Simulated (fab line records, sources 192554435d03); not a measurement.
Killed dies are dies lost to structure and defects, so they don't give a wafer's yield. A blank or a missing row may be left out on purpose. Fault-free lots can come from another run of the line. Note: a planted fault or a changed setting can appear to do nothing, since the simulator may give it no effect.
fab line records | flow n5_finfet
record: lots: 12 wafers: 33 last_day: 17
route steps=1938 shown FIN_CUT@178 STI_FIN_REVEAL@189 PASSIVATION@1936
lots with no fault: from the same line, run without faults
start_h: hours from the record's opening day to when the first of the lot's shown wafers began | wait_h: hours elapsed since this lot's preceding step | " identical to the entry in the row above | L1.1+2: a row that stands for several wafers | - value missing, or start not given | * or withheld: withheld | < > ~ a bound
route shown NAME@n: NAME is a module with steps in the file, n the number in the route of the first one | usual: average and standard deviation across the fault-free wafers | same: alike in all rows | chamber/n: place in a boat | sites: per-site readings | _std_site: the standard deviation of these | _edge_site: mean of outer sites minus mean of inner sites | radius_mm: how far each site lies from the wafer's centre | mask NAME#n: copy n | behind: tool/chamber where the wafer was last shaped | hold: what put the lot on hold/how long, in hours/how the hold closed | device: names the non-switching transistor (n, p or np) | end of line: the same wafers' tests at the end of the route | for a step that has no rows: nothing shown but its recipe | killed: dies that structure and defects cost at the first sort, which is not the same as the wafer's yield | map: dies across one wafer; x = killed, . = not, _ = none there
set.NAME: the setting that was run; set.NAME@STEP: the one run at that earlier step | model.NAME: the simulator's own value behind a step, which no gauge read
steps of the route over a sample of lots; a table a step, a row a wafer
services: from which hour (start_h, from the record's first day; less than 0 if before it) a tool's chamber was out of use, for how many hours, and why
== steps ==
step: N5_FIN_CUT_STRIP_22
recipe: chemistry: N2/H2 power_w: 500 temp_c: 40 pressure_mtorr: 50 rf_frequency_hz: 6e+07 overash_fraction: 0.3 bias_power_w: 8 h2_frac: 0.5 n2_flow_sccm: 300 h2_flow_sccm: 300
usual: drypump_motor_current_A: 5.7/0.37 n2_flow_sccm: 300.0/0.96 oes_product_au: 0.81/0.083 rf_vpp_V: 54.5/2.6 showerhead_plenum_p_Torr: 3.40/0.13 throttle_valve_pct: 18.8/0.36
columns lot.wafer tool chamber start_h wait_h drypump_motor_current_A n2_flow_sccm oes_product_au rf_hours_counter_h rf_vpp_V showerhead_plenum_p_Torr throttle_valve_pct
L547.2 rie_diel-04 3 51.64 0.1 6.0 301.0 0.69 245 54.6 3.42 19.5
L547.3 " 2 " " 5.3 300.6 0.86 50 54.6 3.26 19.2
L547.5 " 2 " " 5.3 300.5 0.86 - 50.9 3.26 19.1
L548.1 rie_diel-04 0 57.49 0.1 5.6 299.3 0.71 228 54.2 3.32 18.8
L548.4 " 0 " " 5.6 298.6 0.68 - 50.6 3.32 18.8
L548.6 " 3 " " 6.0 299.0 0.69 - 58.7 3.42 19.6
L549.2 rie_diel-04 2 63.40 0.0 5.3 299.4 0.87 55 54.4 3.26 19.2
L549.3 " 0 " " 5.7 300.2 0.68 232 51.1 3.31 18.8
L549.6 " 2 " " 5.4 298.5 0.86 - 55.1 3.26 19.2
L550.2 rie_diel-02 3 69.57 0.0 5.9 298.2 0.89 36 53.8 3.55 18.2
L550.3 " 2 " " 6.5 300.3 0.85 44 52.5 3.28 19.1
L550.4 " 0 " " 5.1 301.5 0.79 126 48.7 3.51 18.9
L551.1 rie_diel-06 1 77.16 0.2 6.2 299.1 0.92 19 56.3 3.32 18.6
L551.2 " 2 " " 6.1 298.9 0.86 51 57.0 3.53 18.3
L555.1 rie_diel-02 3 102.27 0.0 5.9 298.6 0.87 48 57.3 3.54 18.1
L555.3 " 1 " " 5.6 299.6 0.92 21 56.6 3.59 19.1
L555.4 " 2 " " 6.5 300.9 0.81 56 53.2 3.28 19.1
L556.2 rie_diel-02 1 107.16 0.1 5.6 299.4 0.95 23 53.4 3.59 19.1
L556.5 " 0 " " 5.1 300.5 0.78 - 52.2 3.51 18.9
L556.6 " 3 " " 5.8 299.9 0.89 - 53.9 3.54 18.2
L557.1 rie_diel-06 1 111.28 0.0 6.2 299.4 0.87 29 55.2 3.31 18.6
L557.2 " 0 " " 5.6 300.2 0.74 177 56.0 3.21 18.9
L557.6 " 3 " " 5.6 300.3 0.77 - 58.7 3.50 18.6
L559.3 rie_diel-06 3 124.21 0.0 5.6 300.5 0.78 144 49.0 3.49 18.6
L559.4 " 0 " " 5.7 300.1 0.72 181 56.6 3.20 18.9
L559.6 " 0 " " 5.6 298.9 0.71 - 51.7 3.20 18.9
L560.1 rie_diel-02 0 130.72 0.1 5.1 302.0 0.76 142 56.3 3.51 18.9
L560.5 " 0 " " 5.1 300.7 0.76 - 57.8 3.51 18.9
L561.1 rie_diel-04 1 138.26 0.0 5.5 300.8 0.73 198 54.8 3.31 18.8
L561.6 " 0 " " 5.7 299.1 0.99 - 51.4 3.30 18.5
L563.1 rie_diel-02 0 150.56 0.1 5.1 300.1 0.75 148 53.4 3.50 19.0
L563.5 " 0 " " 5.1 300.7 0.77 - 56.2 3.50 18.9
L563.6 " 1 " " 5.6 299.2 0.89 - 54.7 3.58 19.1
step: N5_STI_FIN_REVEAL_DENSIFY_30
recipe: temp_c: * time_s: * ambient: N2 idle_temp_c: 600 ramp_up_c_per_s: 150 ramp_down_c_per_s: 60 cool_to_c: 600
usual: lamp_power_pct: 11.53/0.06 wafer_temp_C_max: *
same: time_s: *
columns lot.wafer tool chamber start_h wait_h lamp_power_pct wafer_temp_C_max
L547.2 rtp_anneal-02 0 57.36 0.1 11.45 *
L547.3 " 0 " " 11.47 *
L547.5 " 0 " " 11.50 *
L548.1 rtp_anneal-02 0 63.15 0.1 11.57 *
L548.4 " 0 " " 11.65 *
L548.6 " 0 " " 11.62 *
L549.2 rtp_anneal-01 0 69.07 0.1 11.54 *
L549.3 " 0 " " 11.58 *
L549.6 " 0 " " 11.59 *
L550.2 rtp_anneal-02 0 75.81 0.1 11.53 *
L550.3 " 0 " " 11.58 *
L550.4 " 0 " " 11.56 *
L551.1 rtp_anneal-02 0 83.69 0.2 11.46 *
L551.2 " 0 " " 11.53 *
L555.1 rtp_anneal-02 0 108.30 0.0 11.45 *
L555.3 " 0 " " 11.54 *
L555.4 " 0 " " 11.61 *
L556.2 rtp_anneal-02 0 113.62 0.1 11.45 *
L556.5 " 0 " " 11.45 *
L556.6 " 0 " " 11.55 *
L557.1 rtp_anneal-01 0 117.25 0.0 11.52 *
L557.2 " 0 " " 11.55 *
L557.6 " 0 " " 11.46 *
L559.3 rtp_anneal-01 0 129.88 0.1 11.59 *
L559.4 " 0 " " 11.55 *
L559.6 " 0 " " 11.50 *
L560.1 rtp_anneal-02 0 137.12 0.0 11.53 *
L560.5 " 0 " " 11.60 *
L561.1 rtp_anneal-01 0 143.88 0.0 11.57 *
L561.6 " 0 " " 11.63 *
L563.1 rtp_anneal-01 0 156.49 0.1 11.53 *
L563.5 " 0 " " 11.53 *
L563.6 " 0 " " 11.53 *
step: N5_STI_FIN_REVEAL_RECESS_09
recipe: chemistry: HF/NH3 target: SiO2 afs_cycles: 11 target_depth_a: 425 temp_c: 30 sublimation_temp_c: 180 sublimation_time_s: 60
usual: drypump_motor_current_A: 5.9/0.61
columns lot.wafer tool chamber start_h wait_h drypump_motor_current_A
L547.2 vapor_etch-02 1 57.98 0.0 6.2
L547.3 " 0 " " 6.2
L547.5 " 1 " " 6.1
L548.1 vapor_etch-02 0 63.68 0.0 6.2
L548.4 " 0 " " 6.2
L548.6 " 0 " " 6.2
L549.2 vapor_etch-02 1 69.82 0.0 6.2
L549.3 " 1 " " 6.2
L549.6 " 0 " " 6.2
L550.2 vapor_etch-01 1 76.24 0.0 4.8
L550.3 " 0 " " 6.3
L550.4 " 1 " " 4.8
L551.1 vapor_etch-02 0 84.21 0.0 6.2
L551.2 " 1 " " 6.2
L555.1 vapor_etch-02 1 108.86 0.0 6.2
L555.3 " 1 " " 6.2
L555.4 " 0 " " 6.2
L556.2 vapor_etch-02 1 114.06 0.0 6.2
L556.5 " 1 115.12 1.1 6.2
L556.6 " 0 " " 6.2
L557.1 vapor_etch-01 1 117.72 0.0 4.8
L557.2 " 0 " " 6.3
L557.6 " 1 118.78 1.1 4.8
L559.3 vapor_etch-01 1 131.17 0.6 4.8
L559.4 " 0 " " 6.3
L559.6 " 0 " " 6.3
L560.1 vapor_etch-02 1 137.64 0.0 6.2
L560.5 " 0 138.70 1.1 6.2
L561.1 vapor_etch-02 1 144.43 0.0 6.2
L561.6 " 1 145.49 1.1 6.2
L563.1 vapor_etch-02 0 156.96 0.0 6.2
L563.5 " 1 158.02 1.1 6.1
L563.6 " 0 " " 6.2
step: N5_STI_FIN_REVEAL_CD_MEAS_22
recipe: target_cd_nm: 6.238 pitch_nm: 28 polarity: line
usual: cd_nm: 6.21/0.28
columns lot.wafer tool chamber start_h wait_h cd_nm
L547.2 cd_sem-01 - 60.65 0.0 6.12
L547.3 " - " " 6.01
L547.5 " - " " 6.30
L548.1 cd_sem-03 - 66.40 0.0 6.32
L548.4 " - " " 6.03
L548.6 " - " " 6.24
L549.2 cd_sem-01 - 72.50 0.0 5.65
L549.3 " - " " 6.25
L549.6 " - " " 5.85
L550.2 cd_sem-02 - 78.92 0.0 5.94
L550.3 " - " " 6.30
L550.4 " - " " 6.08
L551.1 cd_sem-02 - 86.94 0.0 6.19
L551.2 " - " " 6.43
L555.1 cd_sem-01 - 111.54 0.0 6.48
L555.3 " - " " 5.63
L555.4 " - " " 6.11
L556.2 cd_sem-01 - 116.76 0.0 6.24
L556.5 " - " " 6.20
L556.6 " - " " 6.05
L557.1 cd_sem-02 - 120.42 0.0 6.27
L557.2 " - " " 6.20
L557.6 " - " " 6.27
L559.3 cd_sem-02 - 133.31 0.0 6.34
L559.4 " - " " 6.36
L559.6 " - " " 6.43
L560.1 cd_sem-01 - 140.34 0.0 6.05
L560.5 " - " " 5.87
L561.1 cd_sem-03 - 147.10 0.0 6.60
L561.6 " - " " 6.20
L563.1 cd_sem-03 - 159.63 0.0 6.43
L563.5 " - " " 6.32
L563.6 " - " " 7.25
step: N5_STI_FIN_REVEAL_FIN_H_MEAS_10
usual: trench_depth_nm: 52.1/0.78
columns lot.wafer tool chamber start_h wait_h trench_depth_nm
L547.2 ocd-02 - 60.68 0.0 53.2
L547.3 " - " " 53.3
L547.5 " - " " 53.6
L548.1 ocd-01 - 66.43 0.0 51.7
L548.4 " - " " 51.7
L548.6 " - " " 51.9
L549.2 ocd-02 - 72.53 0.0 52.5
L549.3 " - " " 52.7
L549.6 " - " " 52.8
L550.2 ocd-02 - 78.95 0.0 52.1
L550.3 " - " " 51.9
L550.4 " - " " 51.0
L551.1 ocd-01 - 86.97 0.0 51.9
L551.2 " - " " 52.9
L555.1 ocd-01 - 111.57 0.0 51.9
L555.3 " - " " 52.5
L555.4 " - " " 53.0
L556.2 ocd-01 - 116.79 0.0 53.2
L556.5 " - " " 52.9
L556.6 " - " " 51.7
L557.1 ocd-01 - 120.45 0.0 51.1
L557.2 " - " " 50.9
L557.6 " - " " 50.8
L559.3 ocd-02 - 133.34 0.0 51.9
L559.4 " - " " 51.6
L559.6 " - " " 50.8
L560.1 ocd-01 - 140.37 0.0 52.9
L560.5 " - " " 46.5
L561.1 ocd-01 - 147.13 0.0 53.4
L561.6 " - " " 45.5
L563.1 ocd-02 - 159.66 0.0 51.0
L563.5 " - " " 45.5
L563.6 " - " " 45.1
step: N5_PASSIVATION_PROBE_49
usual: killed_at_M0_to_M3: 32/9.7 killed_at_M4_up: 14/5.3 killed_at_contacts: 11/6 killed_at_front_end: 39/14 killed_at_other: 3.3/2.7 killed_dies: 100/17 killed_open: 66/13 killed_short: 32/7.4
same: gross_dies: 1180 killed_at_back_side: 0
columns lot.wafer tool chamber start_h wait_h killed_at_M0_to_M3 killed_at_M4_up killed_at_contacts killed_at_front_end killed_at_other killed_dies killed_open killed_short
L547.2 prober-02 - 288.02 0.1 43 15 11 50 2 121 77 42
L547.3 prober-02 - 288.07 0.1 44 14 7 42 4 111 68 40
L547.5 prober-02 - 288.17 0.2 33 10 7 56 1 107 70 36
L548.1 prober-02 - 294.63 0.0 34 12 27 52 5 130 89 41
L548.4 prober-02 - 294.78 0.2 35 9 5 38 5 92 54 38
L548.6 prober-02 - 294.88 0.3 39 15 9 44 2 109 69 40
L549.2 prober-02 - 305.18 0.1 46 16 13 18 5 98 66 32
L549.3 prober-02 - 305.23 0.1 39 27 17 23 3 109 76 32
L549.6 prober-02 - 305.38 0.3 17 14 11 32 4 78 57 20
L550.2 prober-01 - 307.84 0.1 28 29 9 52 0 118 74 40
L550.3 prober-01 - 307.89 0.1 15 18 9 21 7 70 51 19
L550.4 prober-01 - 307.94 0.2 34 22 7 35 1 99 60 35
L551.1 prober-02 - 311.33 0.0 27 17 19 17 2 82 51 30
L551.2 prober-02 - 311.38 0.1 26 14 2 55 3 100 64 29
L556.2 prober-01 - 337.44 0.1 34 10 18 35 1 98 58 39
L556.5 prober-01 - 337.59 0.2 32 14 5 20 4 75 54 20
L556.6 prober-01 - 337.64 0.3 25 19 15 23 4 86 57 29
L557.1 prober-01 - 342.74 0.0 18 17 12 42 3 92 65 27
L557.2 prober-01 - 342.79 0.1 30 17 8 33 2 90 56 33
L557.6 prober-01 - 342.99 0.3 35 25 19 35 0 114 87 27
L555.1 prober-02 - 351.37 0.0 48 23 6 30 6 113 85 28
L555.3 prober-02 - 351.47 0.1 30 10 4 42 1 87 56 31
L555.4 prober-02 - 351.52 0.2 29 16 8 51 7 111 74 37
L560.1 prober-01 - 367.93 0.0 29 11 11 30 3 84 55 26
L560.5 prober-01 - 368.13 0.2 25 10 6 36 4 81 52 28
L559.3 prober-02 - 367.95 0.1 28 8 4 31 1 72 44 27
L559.4 prober-02 - 368.00 0.2 27 9 7 41 2 86 49 29
L559.6 prober-02 - 368.10 0.3 28 7 20 26 0 81 59 22
L561.1 prober-01 - 382.38 0.0 29 16 17 49 2 113 82 30
L561.6 prober-01 - 382.63 0.3 47 13 12 36 4 112 82 28
L563.1 prober-01 - 397.26 0.0 35 16 9 50 6 116 83 31
L563.5 prober-01 - 397.46 0.2 21 15 10 49 6 101 71 28
L563.6 prober-01 - 397.51 0.3 25 13 3 43 7 91 58 32
killed by level:class
L547.2 FIN_SAQP:geometric_particle:short=16 BEOL_M0_SAQP:geometric_particle:open=12 DUMMY_GATE:geometric_particle:open=8 MOL_CONTACT_COAG:geometric_particle:open=8 STI_FIN_REVEAL:geometric_particle:open=7 BEOL_M0_SAQP:geometric_particle:short=7 BEOL_M1:geometric_particle:open=7 FIN_SAQP:geometric_particle:open=6
L547.3 BEOL_M0_SAQP:geometric_particle:open=11 FIN_SAQP:geometric_particle:short=9 BEOL_M0_SAQP:geometric_particle:short=8 BEOL_M4:geometric_particle:open=7 GATE_CUT:geometric_particle:short=7 FIN_SAQP:geometric_particle:open=6 BEOL_M2:geometric_particle:open=6 BEOL_M3:geometric_particle:short=6
L547.5 STI_FIN_REVEAL:geometric_particle:open=23 BEOL_M0_SAQP:geometric_particle:open=10 FIN_SAQP:geometric_particle:short=8 BEOL_M0_SAQP:geometric_particle:short=6 GATE_CUT:geometric_particle:short=5 MOL_CONTACT_COAG:geometric_particle:open=5 BEOL_M3:geometric_particle:open=5 DUMMY_GATE:geometric_particle:open=4
L548.1 MOL_CONTACT_COAG:geometric_particle:open=25 FIN_SAQP:geometric_particle:short=15 FIN_SAQP:geometric_particle:open=15 BEOL_M2:geometric_particle:open=9 BEOL_M3:geometric_particle:open=8 BEOL_M0_SAQP:geometric_particle:open=8 BEOL_M4:geometric_particle:open=7 STI_FIN_REVEAL:geometric_particle:open=6
L548.4 STI_FIN_REVEAL:geometric_particle:open=12 BEOL_M0_SAQP:geometric_particle:open=10 FIN_SAQP:geometric_particle:short=9 BEOL_M2:geometric_particle:open=9 BEOL_M0_SAQP:geometric_particle:short=8 GATE_CUT:geometric_particle:short=7 MOL_CONTACT_COAG:geometric_particle:open=4 BEOL_M2:geometric_particle:short=4
L548.6 FIN_SAQP:geometric_particle:short=12 BEOL_M2:geometric_particle:open=12 BEOL_M0_SAQP:geometric_particle:short=10 STI_FIN_REVEAL:geometric_particle:open=9 MOL_CONTACT_COAG:geometric_particle:open=8 BEOL_M0_SAQP:geometric_particle:open=8 BEOL_M4:geometric_particle:open=7 BEOL_M1:geometric_particle:open=5
L549.2 MOL_CONTACT_COAG:geometric_particle:open=11 BEOL_M2:geometric_particle:open=10 BEOL_M0_SAQP:geometric_particle:open=9 BEOL_M1:geometric_particle:open=9 STI_FIN_REVEAL:geometric_particle:open=7 BEOL_M1:geometric_particle:short=5 BEOL_M3:geometric_particle:short=4 BEOL_M3:geometric_particle:open=4
L549.3 MOL_CONTACT_COAG:geometric_particle:open=14 BEOL_M3:geometric_particle:open=13 BEOL_M4:geometric_particle:open=10 BEOL_M1:geometric_particle:open=9 STI_FIN_REVEAL:geometric_particle:open=8 BEOL_M5:geometric_particle:short=5 STARTING-WAFER:geometric_particle:short=5 BEOL_M3:geometric_particle:short=4
L549.6 STI_FIN_REVEAL:geometric_particle:open=11 MOL_CONTACT_COAG:geometric_particle:open=10 BEOL_M3:geometric_particle:open=6 FIN_SAQP:geometric_particle:open=5 BEOL_M4:geometric_particle:open=5 GATE_CUT:geometric_particle:short=4 BEOL_M2:geometric_particle:open=4 GATE_CUT:geometric_particle:open=3
L550.2 BEOL_M4:geometric_particle:open=20 FIN_SAQP:geometric_particle:short=10 DUMMY_GATE:geometric_particle:open=9 BEOL_M0_SAQP:geometric_particle:open=8 MOL_CONTACT_COAG:geometric_particle:open=7 BEOL_M3:geometric_particle:open=7 STI_FIN_REVEAL:geometric_particle:open=4 ILD0:geometric_particle:short=4
L550.3 BEOL_M4:geometric_particle:open=12 MOL_CONTACT_COAG:geometric_particle:open=9 BEOL_M0_SAQP:geometric_particle:short=6 GATE_CUT:geometric_particle:short=5 BEOL_M0_SAQP:geometric_particle:open=5 FIN_SAQP:geometric_particle:open=4 MIM_TOP_ETCH:geometric_particle:open=4 DUMMY_GATE:geometric_particle:open=3
L550.4 BEOL_M4:geometric_particle:open=17 BEOL_M2:geometric_particle:open=9 BEOL_M0_SAQP:geometric_particle:open=8 BEOL_M0_SAQP:geometric_particle:short=8 GATE_CUT:geometric_particle:short=7 MOL_CONTACT_COAG:geometric_particle:open=5 STI_FIN_REVEAL:geometric_particle:open=4 SD_EPI_N:coat_microbubble_printed=4
L551.1 MOL_CONTACT_COAG:geometric_particle:short=10 MOL_CONTACT_COAG:geometric_particle:open=9 BEOL_M2:geometric_particle:open=6 BEOL_M4:geometric_particle:open=6 BEOL_M1:geometric_particle:open=5 BEOL_M3:geometric_particle:open=5 BEOL_M0_SAQP:geometric_particle:open=4 BEOL_M0_SAQP:geometric_particle:short=4
L551.2 STI_FIN_REVEAL:geometric_particle:open=30 STI_FIN_REVEAL:geometric_particle:short=5 BEOL_M0_SAQP:geometric_particle:short=5 DUMMY_GATE:geometric_particle:short=4 BEOL_M4:geometric_particle:open=4 BEOL_M11:geometric_particle:open=4 HKMG_FIN:area_etch=4 FIN_SAQP:geometric_particle:short=3
L556.2 MOL_CONTACT_COAG:geometric_particle:open=14 BEOL_M0_SAQP:geometric_particle:open=13 BEOL_M0_SAQP:geometric_particle:short=11 STI_FIN_REVEAL:geometric_particle:open=8 FIN_SAQP:geometric_particle:short=7 FIN_SAQP:geometric_particle:open=6 BEOL_M4:geometric_particle:open=5 GATE_CUT:geometric_particle:short=4
L556.5 BEOL_M3:geometric_particle:open=10 BEOL_M0_SAQP:geometric_particle:open=9 STI_FIN_REVEAL:geometric_particle:open=7 BEOL_M0_SAQP:geometric_particle:short=7 MOL_CONTACT_COAG:geometric_particle:open=5 BEOL_M5:geometric_particle:open=4 FIN_SAQP:geometric_particle:open=3 FIN_SAQP:geometric_particle:short=3
L556.6 MOL_CONTACT_COAG:geometric_particle:open=14 BEOL_M4:geometric_particle:open=10 BEOL_M0_SAQP:geometric_particle:short=8 BEOL_M0_SAQP:geometric_particle:open=6 FIN_SAQP:geometric_particle:short=4 FIN_SAQP:geometric_particle:open=4 GATE_CUT:geometric_particle:short=4 BEOL_M3:geometric_particle:open=4
L557.1 STI_FIN_REVEAL:geometric_particle:open=16 MOL_CONTACT_COAG:geometric_particle:open=11 BEOL_M4:geometric_particle:open=11 BEOL_M3:geometric_particle:open=8 FIN_SAQP:geometric_particle:open=6 STARTING-WAFER:geometric_particle:short=6 GATE_CUT:geometric_particle:short=4 BEOL_M4:geometric_particle:short=3
L557.2 FIN_SAQP:geometric_particle:short=9 FIN_SAQP:geometric_particle:open=8 BEOL_M2:geometric_particle:open=8 DUMMY_GATE:geometric_particle:open=7 MOL_CONTACT_COAG:geometric_particle:open=5 BEOL_M0_SAQP:geometric_particle:short=5 BEOL_M0_SAQP:geometric_particle:open=4 BEOL_M8:geometric_particle:open=4
L557.6 MOL_CONTACT_COAG:geometric_particle:open=17 STI_FIN_REVEAL:geometric_particle:open=14 BEOL_M4:geometric_particle:open=13 BEOL_M2:geometric_particle:open=8 BEOL_M8:geometric_particle:open=7 BEOL_M0_SAQP:geometric_particle:short=6 BEOL_M0_SAQP:geometric_particle:open=6 GATE_CUT:geometric_particle:open=5
L555.1 BEOL_M3:geometric_particle:open=16 BEOL_M4:geometric_particle:open=14 BEOL_M0_SAQP:geometric_particle:short=9 STI_FIN_REVEAL:geometric_particle:open=8 BEOL_M0_SAQP:geometric_particle:open=8 FIN_SAQP:geometric_particle:open=7 BEOL_M1:geometric_particle:open=6 MOL_CONTACT_COAG:geometric_particle:open=5
L555.3 BEOL_M3:geometric_particle:open=9 FIN_SAQP:geometric_particle:open=7 BEOL_M0_SAQP:geometric_particle:open=7 FIN_SAQP:geometric_particle:short=6 STI_FIN_REVEAL:geometric_particle:open=6 DUMMY_GATE:geometric_particle:open=5 GATE_CUT:geometric_particle:short=5 BEOL_M1:geometric_particle:open=4
L555.4 STI_FIN_REVEAL:geometric_particle:open=14 FIN_SAQP:geometric_particle:short=8 DUMMY_GATE:geometric_particle:open=8 BEOL_M3:geometric_particle:open=7 MOL_CONTACT_COAG:geometric_particle:open=7 BEOL_M0_SAQP:geometric_particle:open=6 FIN_SAQP:geometric_particle:open=5 BEOL_M5:geometric_particle:open=5
L560.1 MOL_CONTACT_COAG:geometric_particle:open=9 BEOL_M2:geometric_particle:open=8 STI_FIN_REVEAL:geometric_particle:open=7 BEOL_M0_SAQP:geometric_particle:short=7 BEOL_M0_SAQP:geometric_particle:open=5 FIN_SAQP:geometric_particle:open=4 FIN_SAQP:geometric_particle:short=3 STARTING-WAFER:geometric_particle:short=3
L559.3 GATE_CUT:geometric_particle:short=6 BEOL_M3:geometric_particle:open=6 GATE_CUT:geometric_particle:open=5 STI_FIN_REVEAL:geometric_particle:open=5 BEOL_M0_SAQP:geometric_particle:short=5 FIN_SAQP:geometric_particle:short=4 FIN_SAQP:geometric_particle:open=3 BEOL_M0_SAQP:geometric_particle:open=3
L559.4 FIN_SAQP:geometric_particle:open=8 FIN_SAQP:geometric_particle:short=8 BEOL_M0_SAQP:geometric_particle:open=8 HKMG_FIN:area_etch=8 GATE_CUT:geometric_particle:short=6 STARTING-WAFER:geometric_particle:open=5 MOL_CONTACT_COAG:geometric_particle:open=5 BEOL_M3:geometric_particle:open=4
L559.6 MOL_CONTACT_COAG:geometric_particle:open=18 BEOL_M2:geometric_particle:open=7 FIN_SAQP:geometric_particle:short=6 STI_FIN_REVEAL:geometric_particle:open=5 BEOL_M0_SAQP:geometric_particle:short=5 FIN_SAQP:geometric_particle:open=4 BEOL_M0:geometric_particle:open=4 BEOL_M1:geometric_particle:open=3
L560.5 STI_FIN_REVEAL:geometric_particle:open=10 FIN_SAQP:geometric_particle:short=7 BEOL_M2:geometric_particle:open=6 MOL_CONTACT_COAG:geometric_particle:open=5 BEOL_M0_SAQP:geometric_particle:short=4 BEOL_M0_SAQP:geometric_particle:open=4 BEOL_M7:geometric_particle:open=4 STI_FIN_REVEAL:geometric_particle:short=3
L561.1 STI_FIN_REVEAL:geometric_particle:open=14 MOL_CONTACT_COAG:geometric_particle:open=13 BEOL_M3:geometric_particle:open=12 FIN_SAQP:geometric_particle:open=10 STI_FIN_REVEAL:geometric_particle:short=6 BEOL_M0_SAQP:geometric_particle:open=6 MOL_CONTACT_COAG:geometric_particle:short=4 FIN_SAQP:geometric_particle:short=3
L561.6 BEOL_M0_SAQP:geometric_particle:open=20 MOL_CONTACT_COAG:geometric_particle:open=11 BEOL_M0_SAQP:geometric_particle:short=11 STI_FIN_REVEAL:geometric_particle:open=9 FIN_SAQP:geometric_particle:open=8 FIN_SAQP:geometric_particle:short=7 BEOL_M3:geometric_particle:open=6 BEOL_M1:geometric_particle:open=4
L563.1 FIN_SAQP:geometric_particle:open=11 BEOL_M2:geometric_particle:open=11 BEOL_M4:geometric_particle:open=10 MOL_CONTACT_COAG:geometric_particle:open=8 STI_FIN_REVEAL:geometric_particle:open=7 BEOL_M0_SAQP:geometric_particle:open=6 GATE_CUT:geometric_particle:short=6 BEOL_M3:geometric_particle:open=6
L563.5 FIN_SAQP:geometric_particle:open=15 MOL_CONTACT_COAG:geometric_particle:open=9 STI_FIN_REVEAL:geometric_particle:open=7 FIN_SAQP:geometric_particle:short=6 DUMMY_GATE:geometric_particle:open=6 BEOL_M0_SAQP:geometric_particle:short=6 BEOL_M0_SAQP:geometric_particle:open=6 BEOL_M4:geometric_particle:open=6
L563.6 FIN_SAQP:geometric_particle:open=10 DUMMY_GATE:geometric_particle:open=7 BEOL_M3:geometric_particle:open=7 BEOL_M4:geometric_particle:open=6 STARTING-WAFER:geometric_particle:open=6 ILD0:geometric_particle:short=4 BEOL_M1:geometric_particle:short=4 FIN_SAQP:geometric_particle:short=3
== services ==
columns tool chamber start_h hours kind
rie_diel-04 - 41.41 0.5 repair
rie_diel-04 3 42.13 4.5 repair
rie_diel-04 1 53.27 13.5 repair
rie_diel-04 3 67.02 - clean
rie_diel-04 3 67.02 - consumable_replace:focus_ring
rie_diel-04 3 67.02 34.7 scheduled_down
rie_diel-04 3 67.02 34.7 vent_cycle
rie_diel-02 1 80.37 7.8 repair
rie_diel-02 0 80.68 14.0 repair
rie_diel-04 2 97.38 9.7 repair
rie_diel-04 0 107.21 - clean
rie_diel-04 0 107.21 - consumable_replace:focus_ring
rie_diel-04 0 107.21 27.2 scheduled_down
rie_diel-04 0 107.21 27.2 vent_cycle
vapor_etch-02 - 110.56 2.8 pm
rie_diel-02 3 139.39 2.0 repair
rie_diel-04 3 146.43 9.5 repair
== key ==
first_sign: step: N5_STI_FIN_REVEAL_FIN_H_MEAS_10 reading: trench_depth_nm direction: down sigmas: 8.4 usual: 52.1 struck: 45.6
effect none on later readings
met_at N5_STI_FIN_REVEAL_RECESS_09
struck_lots L560,L561,L563
struck_wafers L560.5,L561.6,L563.5,L563.6
tester_left_out L560,L561,L563
not_acting_at N5_FIN_CUT_STRIP_22,N5_STI_FIN_REVEAL_DENSIFY_30,N5_STI_FIN_REVEAL_CD_MEAS_22
onset_between 114.06 137.64
fault: kind: process_parameter_drift tool: vapor_etch-02 chamber: - onset_h: 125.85 steps: N5_STI_FIN_REVEAL_RECESS_09 channel: target_depth_a offset: -60.249 shape: step end_h: 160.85 scope: struck_wafers_only acts_in: these_recipes_only stated: 425
tester_left_out: of these lots the tester's yield and bins aren't shown, on N5 and GAA mostly nor the transistor test; their killed dies are dies lost to structure and defects alone, not to doping, threshold or leakage, so they don't give the yield
